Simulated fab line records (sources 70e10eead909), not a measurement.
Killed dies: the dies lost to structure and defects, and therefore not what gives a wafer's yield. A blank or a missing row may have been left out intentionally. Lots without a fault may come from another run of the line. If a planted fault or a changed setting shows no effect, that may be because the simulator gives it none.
Chamber matching + flow nand harc + NHARC_P_M0_DESCUM_14 on rie diel-02: 4 sister chambers
The step chemistry O2, time 3 s. 4 wafers are shown with their chamber, then 7 later ones without.

## EACH WAFER AND ITS CHAMBER
| wafer  | chamber | showerhead plenum p Torr (Torr) |
|--------|---------|---------------------------------|
| L082.5 | 0       | 1.77                            |
| L084.6 | 3       | 1.92                            |
| L087.2 | 2       | 2.04                            |
| L087.3 | 1       | 1.82                            |

## WAFERS WITH NO CHAMBER GIVEN
| wafer  | showerhead plenum p Torr (Torr) |
|--------|---------------------------------|
| L087.4 | 2.07                            |
| L087.1 | 1.92                            |
| L087.5 | 2.07                            |
| L087.6 | 1.82                            |
| L086.1 | 1.82                            |
| L086.3 | 2.04                            |
| L086.5 | 2.07                            |

## WHICH CHAMBER EACH WENT THROUGH
| wafer  | from the rows above | in truth                   |
|--------|---------------------|----------------------------|
| L087.4 | 2                   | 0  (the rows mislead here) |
| L087.1 | 3                   | 3                          |
| L087.5 | 2                   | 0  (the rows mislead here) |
| L087.6 | 1                   | 1                          |
| L086.1 | 1                   | 1                          |
| L086.3 | 2                   | 2                          |
| L086.5 | 2                   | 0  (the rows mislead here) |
Correct placement for 4 of the 7. Number that these rows cannot place: 0. Number placed wrongly: 3.
How it was worked out, from the rows above alone: a wafer's distance from a chamber is the root of the sum, over the readings, of the square of ((its reading less the chamber's mean) divided by the reading's scatter). If the next closest chamber is less than 2 further off than the closest, the wafer can't be placed; otherwise it belongs to the closest. The mean given for a chamber averages the wafers shown for that chamber. The scatter (one wafer shown for each chamber): square how far every hidden wafer sits from the nearest shown wafer, average those squares and take the square root.
